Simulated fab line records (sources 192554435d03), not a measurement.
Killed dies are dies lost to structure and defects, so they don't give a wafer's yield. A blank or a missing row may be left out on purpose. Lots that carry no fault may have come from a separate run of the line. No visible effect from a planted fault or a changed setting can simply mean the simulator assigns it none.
Split-lot study | flow n5-finfet | 21 wafers read from 7 lots, route of 1938 steps

== SPLIT DETAILS ==
At N5_BEOL_M7_ALD_77 (deposits TaN, target thk 2 nm, pulse time 2 s, purge time 3 s), the setting ald-cycles was moved away from the recipe's 40 on 7 of the 21 wafers read, by -7.5% to +15.0%. All remaining wafers had this setting at the recipe value.

The split's own step is where the reading is taken.

== THE READING ==
TaN_of_BEOL_M7_ALD_77.thk-nm (the simulator's own value, which no gauge read), in nm, at N5_BEOL_M7_ALD_77 (deposits TaN, target thk 2 nm, pulse time 2 s, purge time 3 s). There is no usual value for it anywhere in the file.

wafer  | tool, chamber at the split | ald-cycles as run | against the recipe | TaN_of_BEOL_M7_ALD_77.thk-nm, nm | against lot-mates on the recipe
L075.1 | ald-metal-02, 0,1,0        | 40                | recipe             | 2                                | -
L075.2 | ald-metal-02, 0,1,0        | 40                | recipe             | 2                                | -
L075.6 | ald-metal-02, 0,1,0        | 40                | recipe             | 2                                | -
L077.2 | ald-metal-02, 1,3          | 46                | +15.0%             | 2.4                              | no lot-mate on the recipe
L077.5 | ald-metal-02, 1,3          | 46                | +15.0%             | 2.4                              | no lot-mate on the recipe
L077.6 | ald-metal-02, 0            | 46                | +15.0%             | 2.2                              | no lot-mate on the recipe
L081.1 | ald-metal-02, 3            | 38                | -5.0%              | 1.8                              | -0.2
L081.3 | ald-metal-02, 1,2          | 40                | recipe             | 2                                | -
L081.6 | ald-metal-02, 1,2          | 40                | recipe             | 2                                | -
L083.3 | ald-metal-04, 3,1,0        | 40                | recipe             | 2                                | -
L083.4 | ald-metal-04, 3,1,0        | 40                | recipe             | 2                                | -
L083.5 | ald-metal-04, 3,1,0        | 40                | recipe             | 2                                | -
L084.1 | ald-metal-03, 3,1          | 43                | +7.5%              | 2.2                              | +0.2
L084.5 | ald-metal-03, 3,1          | 43                | +7.5%              | 2.2                              | +0.2
L084.6 | ald-metal-03, 0            | 40                | recipe             | 2                                | -
L096.1 | ald-metal-02, 3,0          | 40                | recipe             | 2                                | -
L096.4 | ald-metal-02, 3,0          | 40                | recipe             | 2                                | -
L096.6 | ald-metal-02, 1            | 37                | -7.5%              | 1.8                              | -0.2
L095.1 | ald-metal-04, 0,2,1        | 40                | recipe             | 2                                | -
L095.2 | ald-metal-04, 0,2,1        | 40                | recipe             | 2                                | -
L095.3 | ald-metal-04, 0,2,1        | 40                | recipe             | 2                                | -
When a row names more than one chamber, that row covers several wafers, and the file does not tell which wafer ran in which chamber.

THE FIT
A straight line over all 21 wafers: TaN_of_BEOL_M7_ALD_77.thk-nm changes by +0.024 nm for each +1% of ald-cycles; r = +0.96; the points scatter about the line by 0.043 nm.
The same after taking each lot's own level away (the mean of its wafers on the recipe; 18 wafers): +0.0284 nm for each +1%; r = +0.99; scatter 0.015 nm.
On that fit, the largest move of ald-cycles shifts the reading by 0.43 nm.
The lots' own levels span 2.00 to 2.00 nm.
So the slope is not independent of the lot-to-lot level: the two fits are not the same.
Check: with one of the wafers moved furthest among these (+7.5%) left out of the fit, the line predicts +0.214 nm for it against its lot-mates. Against them it came out at +0.2 nm.

== FURTHER SPLITS ON THESE WAFERS ==
These wafers also went through other splits before the reading. Each is held against what the fit with the lots' levels taken away leaves over:
other split on the same wafers | wafers away from the commonest value | r with TaN_of_BEOL_M7_ALD_77.thk-nm (lot level and that fit taken away)
N5_BEOL_M7_DESCUM_33 time-s    | 11                                   | +0.12

== THE FILE'S OWN FIT ==
TaN_of_BEOL_M7_ALD_77.thk-nm changes by +0.0291 nm for each +1% of ald-cycles, r = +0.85.
